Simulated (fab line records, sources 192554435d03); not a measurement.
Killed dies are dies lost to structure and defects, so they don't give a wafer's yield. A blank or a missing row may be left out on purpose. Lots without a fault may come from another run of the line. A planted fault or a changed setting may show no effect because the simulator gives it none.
One fault seen from 2 desks | flow n5_finfet | each desk has only its own numbers; what lay behind them comes last

THE METROLOGY DESK
What the gauges read, lot by lot, whatever tool the lot ran on: means of the sampled wafers that have a number. A lot is out of limits, marked OUT, if its mean lies more than 4 standard deviations from the usual mean; the brackets give that distance. Of its 12 readings 7 are shown: those that lie furthest out on some lot.
Columns: A = MD_CAP_THK at N5_MOL_CONTACT_COAG_THK_MEAS_29, usual 17.89 nm; B = IOFF_N at N5_BEOL_M4_RC_MEAS_101, usual 0.159 nA/um; C = IOFF_P at N5_BEOL_M4_RC_MEAS_101, usual 0.21 nA/um; D = ION_N at N5_BEOL_M4_RC_MEAS_101, usual 675 uA/um; E = ION_P at N5_BEOL_M4_RC_MEAS_101, usual 464 uA/um; F = VT_N at N5_BEOL_M4_RC_MEAS_101, usual 249 mV; G = VT_P at N5_BEOL_M4_RC_MEAS_101, usual -250 mV
lot  | first seen here | A     | B     | C    | D   | E   | F   | G
L873 | day 5 05:10     | 17.86 | 0.137 | 0.20 | 661 | 460 | 252 | -252
L882 | day 7 13:32     | 17.95 | -     | -    | -   | -   | -   | -
L883 | day 7 20:38     | 18.02 | 0.160 | 0.22 | 673 | 468 | 249 | -247
L884 | day 7 23:58     | 17.90 | 0.209 | 0.29 | 695 | 477 | 245 | -241
L885 | day 8 06:32     | 17.99 | 0.119 | 0.16 | 664 | 452 | 254 | -254
L890 | day 9 09:50     | 17.86 | 0.162 | 0.19 | 671 | 458 | 251 | -254
L895 | day 10 13:44    | 17.82 | 0.188 | 0.31 | 684 | 478 | 246 | -242
L896 | day 10 18:14    | 17.84 | 0.176 | 0.23 | 683 | 470 | 246 | -247
This desk's finding: nothing out of limits on any of the 8 lots.

THE TOOL OWNER'S DESK: rie_diel-02
The tool's own readings at N5_MOL_CONTACT_COAG_ETCH_91 (etches SOC in N2/H2, target depth 60 nm, overetch 21 nm, time 101.2 s): means of the sampled wafers that have a number, for each lot that ran on this tool. A lot is out of limits, marked OUT, if its mean lies more than 4 standard deviations from the usual mean; the brackets give that distance.
Columns: A = chamber_pressure_mTorr at N5_MOL_CONTACT_COAG_ETCH_91, usual 29.997 mTorr; B = drypump_motor_current_A at N5_MOL_CONTACT_COAG_ETCH_91, usual 5.6 A; C = oes_product_au at N5_MOL_CONTACT_COAG_ETCH_91, usual 0.69 a.u.; D = rf_vpp_V at N5_MOL_CONTACT_COAG_ETCH_91, usual 524.5 V; E = showerhead_plenum_p_Torr at N5_MOL_CONTACT_COAG_ETCH_91, usual 2.57 Torr; F = throttle_valve_pct at N5_MOL_CONTACT_COAG_ETCH_91, usual 17.73 %
lot  | first seen here | A      | B   | C    | D     | E    | F
L873 | day 5 06:50     | 30.008 | 5.7 | 0.73 | 526.9 | 2.63 | 17.51
L882 | day 7 15:01     | 30.003 | 5.8 | 0.70 | 525.4 | 2.61 | 17.54
L883 | day 7 22:04     | 30.035 | 4.8 | 0.69 | 521.4 | 2.46 | 17.76
L884 | day 8 01:38     | 29.985 | 5.7 | 0.69 | 525.4 | 2.59 | 17.51
L895 | day 10 15:13    | 30.007 | 5.1 | 0.68 | 522.5 | 2.49 | 17.70
L896 | day 10 19:49    | 29.984 | 5.4 | 0.67 | 525.1 | 2.58 | 17.72
This desk's finding: nothing out of limits on any of the 6 lots.

PUT TOGETHER
The metrology desk saw nothing out of limits.
The tool owner's desk saw nothing out of limits.

WHAT THE SIMULATOR HAD PUT IN
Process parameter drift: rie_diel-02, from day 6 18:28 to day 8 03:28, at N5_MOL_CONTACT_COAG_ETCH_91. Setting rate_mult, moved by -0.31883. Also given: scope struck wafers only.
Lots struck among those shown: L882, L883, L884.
